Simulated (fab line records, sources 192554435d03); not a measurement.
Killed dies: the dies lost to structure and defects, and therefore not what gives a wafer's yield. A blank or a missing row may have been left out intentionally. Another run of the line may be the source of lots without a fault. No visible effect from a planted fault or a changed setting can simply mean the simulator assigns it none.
Matching of chambers	flow n5-finfet	4 sister chambers for N5_BEOL_M5_VIA_ETCH_34 on rie-diel-03
The step etches SiCOH lowk in C4F6/O2, target depth 88.3 nm, time 39.2 s. 16 wafers are shown with their chamber, then 8 later ones without.

== EACH WAFER AND ITS CHAMBER ==
wafer	chamber	throttle-valve-pct (%)	showerhead-plenum-p-Torr (Torr)	rf-vpp-V (V)
L075.1	0	20.24	2.78	685
L075.2	1	21.13	2.72	650
L075.5	1	21.13	2.72	649
L078.2	0	20.25	2.77	688
L078.3	1	21.14	2.72	648
L078.4	3	21.05	2.92	674
L081.3	0	20.26	2.77	688
L081.4	2	20.64	2.90	691
L081.6	0	20.25	2.77	687
L083.2	0	20.25	2.77	687
L083.5	2	20.64	2.90	690
L083.6	1	21.18	2.71	649
L085.1	2	20.66	2.90	689
L085.4	0	20.26	2.77	687
L085.5	3	21.06	2.92	674
L088.2	3	21.06	2.91	674

SIGNATURES (averages over the wafers above)
reading	chamber 0	chamber 1	chamber 2	chamber 3	scatter within a chamber
throttle-valve-pct	20.2517	21.1450	20.6467	21.0567	0.0139
showerhead-plenum-p-Torr	2.7717	2.7175	2.9000	2.9167	0.00433
rf-vpp-V	687.00	649.00	690.00	674.00	0.913
Rule: a wafer's distance from a chamber is the root of the sum, over the readings, of the square of ((its reading less the chamber's mean) divided by the reading's scatter). If the next closest chamber is less than 2 further off than the closest, the wafer can't be placed; otherwise it belongs to the closest. How the scatter is found: for the shown wafers, subtract from each reading the mean of its chamber, square and add these, divide the total by (wafers less chambers), then take the root.

== WAFERS WHOSE CHAMBER IS MISSING ==
wafer	throttle-valve-pct (%)	showerhead-plenum-p-Torr (Torr)	rf-vpp-V (V)
L088.5	20.65	2.90	689
L088.6	21.16	2.71	649
L092.2	20.67	2.89	688
L092.4	21.07	2.91	675
L092.6	20.68	2.89	690
L095.1	20.70	2.89	690
L095.2	20.72	2.91	674
L095.5	20.71	2.91	674

== WHICH CHAMBER EACH ONE RAN IN ==
wafer	from the rows above	in truth
L088.5	2	2
L088.6	1	1
L092.2	2	2
L092.4	3	3
L092.6	2	2
L095.1	2	2
L095.2	2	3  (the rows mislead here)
L095.5	2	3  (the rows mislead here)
Placed correctly: 6 of 8. Left unplaced by these rows: 0. Number placed wrongly: 2.
